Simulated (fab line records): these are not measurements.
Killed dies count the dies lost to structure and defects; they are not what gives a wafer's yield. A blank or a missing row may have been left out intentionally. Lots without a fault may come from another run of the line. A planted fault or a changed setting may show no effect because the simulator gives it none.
fab line records -- flow n5Finfet -- part 1 of 2: steps 1 to 17 of 27
record: lots: 5, wafers: 15, lastDay: 16
route steps=1938 shown BEOL_M7@1300
lots that met no fault: from a run of the same line without faults
startH: start of the lot's first displayed wafer, in hours after the record's first day -- waitH: hours elapsed since this lot's preceding step -- " same as the row above -- L1.1+2: several wafers, shown together as one row -- - no value, or no start was given -- * or withheld: withheld -- < > ~ a bound
route shown NAME@n: names a module that has steps shown in the file, with the first one's number in the route -- usual: mean/standard deviation taken from wafers without a fault -- same: alike in all rows -- chamber/n: place in a boat -- sites: the reading at each site -- _std_site: how widely they spread, as a standard deviation -- _edge_site: inner sites' mean taken away from outer sites' mean -- radiusMm: how far each site lies from the wafer's centre -- mask NAME#n: copy n -- behind: the tool/chamber that last shaped the wafer -- hold: why the lot was held/for how many hours/how that ended -- device: the n, p or np transistor that did not switch -- end of line: tests of these same wafers at the route's end -- where a step has no rows: the recipe by itself -- killed: dies lost to structure and defects at the first sort, not the wafer's yield -- map: a wafer's dies, marking killed ones x, the rest . and places with no die _
set.NAME: the setting the step ran with; set.NAME@STEP: the setting that earlier step ran with -- model.NAME: the simulator's own value behind a step, which no gauge read
lots at some steps of the route; a table a step, a row a wafer
services: when a tool's chamber went out of use (startH, in hours from the record's first day, below 0 if earlier), for how many hours, and the reason
== steps ==
step: N5_BEOL_M7_ETCH_72
recipe: chemistry: N2/H2, target: underlayer, targetDepthA: 65, maskMaterial: CAR-EUV, timeS: 5.2, ionEnergyEv: 200, pressureMtorr: 30, sourceW: 840, biasW: 150, n2FlowSccm: 200, h2FlowSccm: 200, ends: cleared
usual: drypumpMotorCurrentA: 5.6/0.46, etchRfOnTimeS: 5.14/0.076, oesProductAu: 0.71/0.062, rfFwdPowerW: 819.4/2.5, rfVppV: 525/3.1, showerheadPlenumPTorr: 2.57/0.1, throttleValvePct: 17.82/0.21
lot.wafer,tool,chamber,startH,waitH,drypumpMotorCurrentA,etchRfOnTimeS,oesProductAu,rfFwdPowerW,rfHoursCounterH,rfVppV,showerheadPlenumPTorr,throttleValvePct
L080.1,rieDiel-03,2,235.54,0.0,5.4,5.08,0.70,820.8,102,526,2.67,18.15
L080.2,rieDiel-03,1,235.54,0.0,5.9,5.19,0.71,823.2,62,525,2.57,17.74
L080.4,rieDiel-03,3,235.54,0.0,4.7,5.24,0.70,820.5,-,521,2.47,18.00
L083.1,rieDiel-01,0,251.27,0.0,5.1,5.16,0.72,819.7,70,528,2.69,17.95
L083.3,rieDiel-01,3,251.27,0.0,5.4,4.96,0.73,819.1,70,523,2.58,17.80
L083.4,rieDiel-01,1,251.27,0.0,6.0,5.12,0.72,819.4,57,526,2.69,17.36
L092.1,rieDiel-04,1,294.91,0.0,5.7,5.15,0.69,821.3,105,520,2.46,17.62
L092.4,rieDiel-04,0,294.91,0.0,5.8,5.09,0.78,821.3,13,525,2.60,17.62
L092.6,rieDiel-04,2,294.91,0.0,5.8,5.16,0.82,821.7,-,528,2.60,17.65
L091.1,rieDiel-01,1,294.93,0.0,6.0,5.21,0.70,820.8,72,527,2.68,17.38
L091.3,rieDiel-01,0,294.93,0.0,5.1,5.23,0.69,819.3,83,528,2.68,17.99
L091.6,rieDiel-01,0,294.93,0.0,5.1,5.15,0.70,816.4,-,528,2.68,17.97
L095.1,rieDiel-04,0,315.48,0.0,5.8,5.11,0.78,816.9,22,526,2.59,17.66
L095.2,rieDiel-04,1,315.48,0.0,5.7,5.17,0.66,816.8,114,520,2.46,17.66
L095.6,rieDiel-04,2,315.48,0.0,5.8,5.08,0.81,819.6,-,527,2.59,17.65
step: N5_BEOL_M7_ETCH_65
recipe: chemistry: CF4, target: SiARC, targetDepthA: 156, maskMaterial: CAR-EUV, timeS: 26, ionEnergyEv: 80, pressureMtorr: 40, sourceW: 545, biasW: 36, Ar_flow_sccm: 100, cf4FlowSccm: 100, ends: cleared
usual: drypumpMotorCurrentA: 5.6/0.46, etchRfOnTimeS: 25.8/0.42, oesProductAu: 0.71/0.061, rfFwdPowerW: 532.1/2.2, rfVppV: 184.4/1.3, showerheadPlenumPTorr: 2.17/0.081, throttleValvePct: 15.58/0.21
lot.wafer,tool,chamber,startH,waitH,drypumpMotorCurrentA,etchRfOnTimeS,oesProductAu,rfFwdPowerW,rfHoursCounterH,rfVppV,showerheadPlenumPTorr,throttleValvePct
L080.1,rieDiel-03,2,235.55,0.0,5.4,26.2,0.69,529.8,102,185.0,2.24,15.87
L080.2,rieDiel-03,1,235.55,0.0,5.9,26.1,0.72,532.4,62,183.9,2.17,15.50
L080.4,rieDiel-03,3,235.55,0.0,4.7,26.6,0.70,535.4,-,183.3,2.08,15.74
L083.1,rieDiel-01,0,251.29,0.0,5.0,26.1,0.70,531.4,70,185.3,2.25,15.52
L083.3,rieDiel-01,3,251.29,0.0,5.4,24.9,0.72,529.5,70,184.8,2.17,15.55
L083.4,rieDiel-01,1,251.29,0.0,5.9,25.9,0.71,531.8,57,186.7,2.26,15.19
L092.1,rieDiel-04,1,294.93,0.0,5.7,26.7,0.67,530.7,105,181.4,2.07,15.36
L092.4,rieDiel-04,0,294.93,0.0,5.8,26.1,0.78,532.7,13,185.7,2.19,15.47
L092.6,rieDiel-04,2,294.93,0.0,5.8,25.8,0.83,535.6,-,185.2,2.19,15.42
L091.1,rieDiel-01,1,294.95,0.0,6.0,25.8,0.70,530.7,72,186.4,2.25,15.22
L091.3,rieDiel-01,0,294.95,0.0,5.1,25.6,0.71,533.0,83,185.4,2.25,15.55
L091.6,rieDiel-01,0,294.95,0.0,5.1,25.8,0.71,533.1,-,185.5,2.25,15.56
L095.1,rieDiel-04,0,315.49,0.0,5.8,26.1,0.76,531.9,22,183.8,2.19,15.48
L095.2,rieDiel-04,1,315.49,0.0,5.7,26.3,0.67,530.6,114,184.3,2.07,15.37
L095.6,rieDiel-04,2,315.49,0.0,5.8,25.6,0.80,534.9,-,184.5,2.19,15.42
step: N5_BEOL_M7_ETCH_66
recipe: chemistry: N2/H2, target: SOC, targetDepthA: 800, overetchA: 160, maskMaterial: SiARC, tempC: 40, timeS: 120, ionEnergyEv: 200, pressureMtorr: 30, sourceW: 840, biasW: 150, n2FlowSccm: 200, h2FlowSccm: 200
usual: drypumpMotorCurrentA: 5.6/0.45, oesProductAu: 0.63/0.052, rfFwdPowerW: 835/3.2, rfVppV: 524.7/2.9, showerheadPlenumPTorr: 2.57/0.1, throttleValvePct: 17.77/0.21
lot.wafer,tool,chamber,startH,waitH,drypumpMotorCurrentA,oesProductAu,rfFwdPowerW,rfHoursCounterH,rfVppV,showerheadPlenumPTorr,throttleValvePct
L080.1,rieDiel-03,2,235.58,0.0,5.4,0.62,833,102,527.4,2.67,18.09
L080.2,rieDiel-03,1,235.58,0.0,5.9,0.64,832,62,524.6,2.57,17.70
L080.4,rieDiel-03,3,235.58,0.0,4.7,0.64,838,-,521.3,2.47,17.99
L083.1,rieDiel-01,0,251.31,0.0,5.1,0.64,835,70,527.1,2.69,17.90
L083.3,rieDiel-01,3,251.31,0.0,5.4,0.64,837,70,524.4,2.58,17.75
L083.4,rieDiel-01,1,251.31,0.0,6.0,0.63,827,57,528.7,2.69,17.34
L092.1,rieDiel-04,1,294.96,0.0,5.7,0.61,831,105,522.3,2.46,17.59
L092.4,rieDiel-04,0,294.96,0.0,5.8,0.70,841,13,525.1,2.60,17.60
L092.6,rieDiel-04,2,294.96,0.0,5.8,0.74,841,-,525.5,2.60,17.58
L091.1,rieDiel-01,1,294.98,0.0,6.0,0.62,832,72,527.7,2.68,17.35
L091.3,rieDiel-01,0,294.98,0.0,5.1,0.63,838,83,528.0,2.68,17.92
L091.6,rieDiel-01,0,294.98,0.0,5.1,0.63,833,-,527.2,2.68,17.93
L095.1,rieDiel-04,0,315.52,0.0,5.8,0.68,835,22,525.4,2.59,17.60
L095.2,rieDiel-04,1,315.52,0.0,5.7,0.60,835,114,521.4,2.46,17.62
L095.6,rieDiel-04,2,315.52,0.0,5.8,0.71,832,-,525.3,2.59,17.58
step: N5_BEOL_M7_STRIP_69
recipe: chemistry: N2/H2, tempC: 40, n2FlowSccm: 200, h2FlowSccm: 200, rfFrequencyHz: 6e+07
lot.wafer,tool,chamber,startH,waitH
L080.1+2+4,rieDiel-03,"2,1,3",235.66,0.0
L083.1+3+4,rieDiel-01,"0,3,1",251.39,0.0
L092.1+4+6,rieDiel-04,"1,0,2",295.04,0.0
L091.1+3+6,rieDiel-01,"1,0,0",295.06,0.0
L095.1+2+6,rieDiel-04,"0,1,2",315.60,0.0
step: N5_BEOL_M7_STRIP_73
recipe: chemistry: N2/H2, tempC: 40, n2FlowSccm: 200, h2FlowSccm: 200, rfFrequencyHz: 6e+07
lot.wafer,tool,chamber,startH,waitH
L080.1+2+4,rieDiel-03,"2,1,3",235.67,0.0
L083.1+3+4,rieDiel-01,"0,3,1",251.40,0.0
L092.1+4+6,rieDiel-04,"1,0,2",295.05,0.0
L091.1+3+6,rieDiel-01,"1,0,0",295.07,0.0
L095.1+2+6,rieDiel-04,"0,1,2",315.61,0.0
step: N5_BEOL_M7_VIA_ETCH_34
recipe: chemistry: C4F6/O2, target: SiCOH_lowk, targetDepthA: 1255, maskMaterial: SOC, taperDeg: 4, timeS: 50.5, ionEnergyEv: 250, pressureMtorr: 30, sourceW: 345, biasW: 185, Ar_flow_sccm: 300, C4F6_flow_sccm: 10, O2_flow_sccm: 10
usual: O2_flow_sccm: 10.003/0.026, drypumpMotorCurrentA: 5.6/0.46, oesProductAu: 0.83/0.073, rfFwdPowerW: 341.1/1.6, rfVppV: 665/6.6, showerheadPlenumPTorr: 2.88/0.11, throttleValvePct: 20.89/0.21
lot.wafer,tool,chamber,startH,waitH,O2_flow_sccm,drypumpMotorCurrentA,oesProductAu,rfFwdPowerW,rfHoursCounterH,rfVppV,showerheadPlenumPTorr,throttleValvePct
L080.1,rieDiel-03,2,235.68,0.0,10.018,5.4,0.81,339.6,102,660,2.98,21.16
L080.2,rieDiel-03,1,235.68,0.0,9.999,5.9,0.84,340.8,62,663,2.89,20.83
L080.4,rieDiel-03,3,235.68,0.0,9.974,4.7,0.83,341.3,-,665,2.76,21.09
L083.1,rieDiel-01,0,251.41,0.0,9.976,5.0,0.82,341.5,70,668,3.00,20.89
L083.3,rieDiel-01,3,251.41,0.0,9.976,5.4,0.84,341.2,71,675,2.88,20.86
L083.4,rieDiel-01,1,251.41,0.0,10.059,6.0,0.83,338.6,57,674,3.00,20.43
L092.1,rieDiel-04,1,295.06,0.0,10.003,5.7,0.79,340.5,105,671,2.75,20.57
L092.4,rieDiel-04,0,295.06,0.0,10.026,5.7,0.92,340.6,13,680,2.91,20.79
L092.6,rieDiel-04,2,295.06,0.0,10.026,5.8,0.96,344.2,-,663,2.91,20.78
L091.1,rieDiel-01,1,295.08,0.0,9.985,5.9,0.82,338.9,72,675,2.99,20.43
L091.3,rieDiel-01,0,295.08,0.0,9.989,5.1,0.83,340.8,83,668,2.99,20.93
L091.6,rieDiel-01,0,295.08,0.0,9.990,5.1,0.82,341.0,-,668,2.99,20.91
L095.1,rieDiel-04,0,315.62,0.0,10.029,5.8,0.91,342.1,22,680,2.91,20.80
L095.2,rieDiel-04,1,315.62,0.0,10.019,5.7,0.78,338.3,114,671,2.75,20.61
L095.6,rieDiel-04,2,315.62,0.0,10.048,5.8,0.93,343.0,-,662,2.91,20.78
step: N5_BEOL_M7_STRIP_76
recipe: chemistry: C4F6/O2, resist: SiARC, rfFrequencyHz: 6e+07
lot.wafer,tool,chamber,startH,waitH
L080.1+2+4,rieDiel-03,"2,1,3",235.73,0.0
L083.1+3+4,rieDiel-01,"0,3,1",251.46,0.0
L092.1+4+6,rieDiel-04,"1,0,2",295.10,0.0
L091.1+3+6,rieDiel-01,"1,0,0",295.12,0.0
L095.1+2+6,rieDiel-04,"0,1,2",315.66,0.0
step: N5_BEOL_M7_STRIP_36
recipe: chemistry: N2/H2, powerW: 450, tempC: 40, pressureMtorr: 20, rfFrequencyHz: 6e+07, overashFraction: 0.3, biasPowerW: 7, h2Frac: 0.5, n2FlowSccm: 200, h2FlowSccm: 200
usual: drypumpMotorCurrentA: 5.6/0.45, oesProductAu: 0.83/0.075, rfVppV: 59.4/1.4, showerheadPlenumPTorr: 2.57/0.1, throttleValvePct: 23.62/0.24
lot.wafer,tool,chamber,startH,waitH,drypumpMotorCurrentA,oesProductAu,rfHoursCounterH,rfVppV,showerheadPlenumPTorr,throttleValvePct
L080.1,rieDiel-03,2,235.74,0.0,5.4,0.81,103,58.8,2.66,23.96
L080.2,rieDiel-03,1,235.74,0.0,5.9,0.85,62,55.9,2.57,23.58
L080.4,rieDiel-03,3,235.74,0.0,4.7,0.83,-,60.2,2.47,23.81
L083.1,rieDiel-01,0,251.47,0.0,5.1,0.85,70,60.4,2.68,23.97
L083.3,rieDiel-01,3,251.47,0.0,5.4,0.85,71,59.7,2.57,23.55
L083.4,rieDiel-01,1,251.47,0.0,6.0,0.83,57,58.8,2.68,23.10
L092.1,rieDiel-04,1,295.11,0.0,5.7,0.81,105,59.5,2.45,23.49
L092.4,rieDiel-04,0,295.11,0.0,5.8,0.92,13,59.6,2.59,23.42
L092.6,rieDiel-04,2,295.11,0.0,5.7,0.96,-,62.1,2.59,23.37
L091.1,rieDiel-01,1,295.13,0.0,6.0,0.81,72,61.8,2.68,23.16
L091.3,rieDiel-01,0,295.13,0.0,5.1,0.83,83,60.7,2.68,23.98
L091.6,rieDiel-01,0,295.13,0.0,5.1,0.83,-,59.6,2.68,23.99
L095.1,rieDiel-04,0,315.67,0.0,5.8,0.90,22,61.3,2.59,23.41
L095.2,rieDiel-04,1,315.67,0.0,5.7,0.80,114,59.6,2.45,23.52
L095.6,rieDiel-04,2,315.67,0.0,5.7,0.93,-,58.7,2.59,23.38
step: N5_BEOL_M7_TRENCH_ETCH_37
recipe: chemistry: C4F6/O2, targetDepthA: 934.78, target: SiCOH_lowk, timeS: 31.2, ionEnergyEv: 250, pressureMtorr: 30, sourceW: 345, biasW: 185, Ar_flow_sccm: 300, C4F6_flow_sccm: 10, O2_flow_sccm: 10
usual: O2_flow_sccm: 10.00/0.031, drypumpMotorCurrentA: 5.6/0.45, oesProductAu: 0.83/0.073, rfFwdPowerW: 339.7/2.2, rfVppV: 665/6.5, showerheadPlenumPTorr: 2.88/0.11, throttleValvePct: 20.92/0.21
lot.wafer,tool,chamber,startH,waitH,O2_flow_sccm,drypumpMotorCurrentA,oesProductAu,rfFwdPowerW,rfHoursCounterH,rfVppV,showerheadPlenumPTorr,throttleValvePct
L080.1,rieDiel-03,2,-,-,10.01,5.4,0.80,334.7,103,657,2.98,21.20
L080.2,rieDiel-03,1,-,-,9.93,5.9,0.84,336.6,62,662,2.89,20.88
L080.4,rieDiel-03,3,-,-,10.01,4.8,0.82,342.0,-,665,2.76,21.13
L083.1,rieDiel-01,0,-,-,9.98,5.0,0.84,341.0,70,668,3.00,20.95
L083.3,rieDiel-01,3,-,-,10.01,5.4,0.85,340.8,71,673,2.88,20.91
L083.4,rieDiel-01,1,-,-,10.00,6.0,0.83,337.0,57,674,3.00,20.42
L092.1,rieDiel-04,1,-,-,10.01,5.7,0.80,338.4,105,671,2.75,20.61
L092.4,rieDiel-04,0,-,-,9.96,5.8,0.92,341.8,13,679,2.91,20.81
L092.6,rieDiel-04,2,-,-,10.02,5.7,0.96,342.2,-,662,2.91,20.79
L091.1,rieDiel-01,1,-,-,9.97,6.0,0.82,338.0,72,675,2.99,20.48
L091.3,rieDiel-01,0,-,-,9.97,5.1,0.82,340.9,83,668,2.99,20.96
L091.6,rieDiel-01,0,-,-,10.04,5.1,0.82,340.9,-,668,2.99,20.96
L095.1,rieDiel-04,0,-,-,10.03,5.8,0.90,339.4,22,679,2.91,20.84
L095.2,rieDiel-04,1,-,-,9.99,5.7,0.78,337.7,114,671,2.75,20.62
L095.6,rieDiel-04,2,-,-,10.00,5.8,0.94,341.6,-,664,2.91,20.82
step: N5_BEOL_M7_ETCH_41
recipe: chemistry: CH3F/O2, target: SiCN, targetDepthA: 319, taperDeg: 2, timeS: 57.8, ionEnergyEv: 120, maskMaterial: TiN, pressureMtorr: 30, sourceW: 395, biasW: 75, Ar_flow_sccm: 150, CH3F_flow_sccm: 30, O2_flow_sccm: 20
usual: O2_flow_sccm: 20.00/0.06, drypumpMotorCurrentA: 5.6/0.45, oesProductAu: 0.83/0.073, rfFwdPowerW: 390.9/1.9, rfVppV: 297.7/1.8, showerheadPlenumPTorr: 2.02/0.079, throttleValvePct: 16.29/0.21
lot.wafer,tool,chamber,startH,waitH,O2_flow_sccm,drypumpMotorCurrentA,oesProductAu,rfFwdPowerW,rfHoursCounterH,rfVppV,showerheadPlenumPTorr,throttleValvePct
L080.1,rieDiel-03,2,-,-,20.03,5.4,0.80,387.5,103,299.2,2.10,16.56
L080.2,rieDiel-03,1,-,-,20.03,5.9,0.84,388.7,63,298.6,2.03,16.24
L080.4,rieDiel-03,3,-,-,19.95,4.8,0.82,392.0,-,297.0,1.94,16.50
L083.1,rieDiel-01,0,-,-,19.98,5.1,0.84,391.8,70,299.2,2.11,16.30
L083.3,rieDiel-01,3,-,-,20.10,5.4,0.85,390.2,71,299.4,2.03,16.27
L083.4,rieDiel-01,1,-,-,19.94,5.9,0.83,390.6,57,298.7,2.11,15.86
L092.1,rieDiel-04,1,-,-,19.92,5.7,0.79,388.6,105,296.5,1.93,16.04
L092.4,rieDiel-04,0,-,-,19.87,5.8,0.92,391.1,13,297.4,2.05,16.14
L092.6,rieDiel-04,2,-,-,20.09,5.8,0.96,389.9,-,297.8,2.05,16.14
L091.1,rieDiel-01,1,-,-,19.98,6.0,0.80,389.1,72,299.1,2.11,15.90
L091.3,rieDiel-01,0,-,-,20.02,5.1,0.82,393.9,83,299.6,2.11,16.32
L091.6,rieDiel-01,0,-,-,19.95,5.1,0.82,390.5,-,298.1,2.11,16.30
L095.1,rieDiel-04,0,-,-,20.05,5.7,0.90,391.2,22,300.0,2.04,16.16
L095.2,rieDiel-04,1,-,-,19.90,5.7,0.78,390.5,114,297.0,1.93,16.04
L095.6,rieDiel-04,2,-,-,20.01,5.8,0.93,391.6,-,298.5,2.05,16.16
step: N5_BEOL_M7_STRIP_80
recipe: chemistry: N2/H2, timeS: 10, powerW: 450, tempC: 40, pressureMtorr: 20, rfFrequencyHz: 6e+07, biasPowerW: 7, n2FlowSccm: 200, h2FlowSccm: 200
usual: drypumpMotorCurrentA: 5.6/0.46, oesProductAu: 0.83/0.073, rfVppV: 59.1/0.92, showerheadPlenumPTorr: 2.57/0.1, throttleValvePct: 23.62/0.24
lot.wafer,tool,chamber,startH,waitH,drypumpMotorCurrentA,oesProductAu,rfHoursCounterH,rfVppV,showerheadPlenumPTorr,throttleValvePct
L080.1,rieDiel-03,2,-,-,5.4,0.80,103,58.8,2.66,23.98
L080.2,rieDiel-03,1,-,-,5.9,0.84,63,57.5,2.57,23.57
L080.4,rieDiel-03,3,-,-,4.7,0.82,-,59.3,2.47,23.81
L083.1,rieDiel-01,0,-,-,5.1,0.84,70,59.1,2.68,23.97
L083.3,rieDiel-01,3,-,-,5.4,0.85,71,58.2,2.57,23.55
L083.4,rieDiel-01,1,-,-,6.0,0.84,57,60.6,2.68,23.12
L092.1,rieDiel-04,1,-,-,5.7,0.80,105,58.9,2.46,23.52
L092.4,rieDiel-04,0,-,-,5.8,0.92,13,58.5,2.59,23.41
L092.6,rieDiel-04,2,-,-,5.7,0.96,-,60.5,2.59,23.39
L091.1,rieDiel-01,1,-,-,6.0,0.82,72,58.4,2.68,23.15
L091.3,rieDiel-01,0,-,-,5.0,0.83,83,59.8,2.68,24.00
L091.6,rieDiel-01,0,-,-,5.0,0.84,-,59.0,2.68,24.00
L095.1,rieDiel-04,0,-,-,5.8,0.90,22,59.0,2.59,23.44
L095.2,rieDiel-04,1,-,-,5.7,0.79,114,58.9,2.45,23.52
L095.6,rieDiel-04,2,-,-,5.8,0.93,-,59.1,2.59,23.39
step: N5_BEOL_M7_OCD_MEAS_38
usual: trenchDepthNm: 93.7/1.5
lot.wafer,tool,chamber,startH,waitH,trenchDepthNm
L080.1,ocd-02,-,235.93,-,92.2
L080.2,ocd-02,-,235.93,-,92.6
L080.4,ocd-02,-,235.93,-,92.9
L083.1,ocd-01,-,251.66,-,93.8
L083.3,ocd-01,-,251.66,-,96.0
L083.4,ocd-01,-,251.66,-,93.8
L092.1,ocd-02,-,295.30,-,93.4
L092.4,ocd-02,-,295.30,-,94.6
L092.6,ocd-02,-,295.30,-,93.7
L091.1,ocd-01,-,295.33,-,94.5
L091.3,ocd-01,-,295.33,-,93.8
L091.6,ocd-01,-,295.33,-,93.8
L095.1,ocd-01,-,315.87,-,94.7
L095.2,ocd-01,-,315.87,-,93.2
L095.6,ocd-01,-,315.87,-,94.0
step: N5_BEOL_M7_HM_STRIP_39
recipe: chemistry: peroxideTinStrip, material: TiN, targetDepthA: 250, tempC: 50, timeS: 158
lot.wafer,tool,chamber,startH,waitH
L080.1+2+4,wetBench-02,"7,0,5",235.97,0.0
L083.1+3+4,wetBench-06,"1,3,2",251.70,0.0
L092.1+4+6,wetBench-04,"4,0,3",295.34,0.0
L091.1+3+6,wetBench-06,"2,7,3",295.36,0.0
L095.1+2+6,wetBench-06,"4,5,2",315.91,0.0
step: N5_BEOL_M7_SRD_40
recipe: timeS: 30, tempC: 23, rinseLiquid: diw, dry: ipaMarangoni
lot.wafer,tool,chamber,startH,waitH
L080.1+2+4,wetBench-02,"7,0,5",236.01,0.0
L083.1+3+4,wetBench-06,"1,3,2",251.75,0.0
L092.1+4+6,wetBench-04,"4,0,3",295.38,0.0
L091.1+3+6,wetBench-06,"2,7,3",295.41,0.0
L095.1+2+6,wetBench-06,"4,5,2",315.95,0.0
step: N5_BEOL_M7_PRECLEAN_42
recipe: chemistry: residueRemover, timeS: 60, tempC: 40
lot.wafer,tool,chamber,startH,waitH
L080.1+2+4,wetBench-02,"7,0,5",236.03,0.0
L083.1+3+4,wetBench-06,"1,3,2",251.77,0.0
L092.1+4+6,wetBench-04,"4,0,3",295.40,0.0
L091.1+3+6,wetBench-06,"2,7,3",295.42,0.0
L095.1+2+6,wetBench-06,"4,5,2",315.97,0.0
step: N5_BEOL_M7_SRD_43
recipe: timeS: 30, tempC: 23, rinseLiquid: diw, dry: ipaMarangoni
lot.wafer,tool,chamber,startH,waitH
L080.1+2+4,wetBench-02,"7,0,5",236.05,0.0
L083.1+3+4,wetBench-06,"1,3,2",251.78,0.0
L092.1+4+6,wetBench-04,"4,0,3",295.42,0.0
L091.1+3+6,wetBench-06,"2,7,3",295.44,0.0
L095.1+2+6,wetBench-06,"4,5,2",315.99,0.0
step: N5_BEOL_M7_CD_MEAS_35
recipe: targetCdNm: 40, polarity: opening
usual: cdNm: 39.9/0.46
lot.wafer,tool,chamber,startH,waitH,cdNm
L080.1,cdSem-02,-,236.09,0.0,39.3
L080.2,cdSem-02,-,236.09,0.0,39.5
L080.4,cdSem-02,-,236.09,0.0,40.1
L083.1,cdSem-02,-,251.82,0.0,40.0
L083.3,cdSem-02,-,251.82,0.0,40.1
L083.4,cdSem-02,-,251.82,0.0,39.7
L092.1,cdSem-02,-,295.46,0.0,39.3
L092.4,cdSem-02,-,295.46,0.0,39.1
L092.6,cdSem-02,-,295.46,0.0,39.6
L091.1,cdSem-02,-,295.48,0.0,40.6
L091.3,cdSem-02,-,295.48,0.0,40.2
L091.6,cdSem-02,-,295.48,0.0,40.4
L095.1,cdSem-01,-,316.03,0.0,40.3
L095.2,cdSem-01,-,316.03,0.0,39.9
L095.6,cdSem-01,-,316.03,0.0,40.1
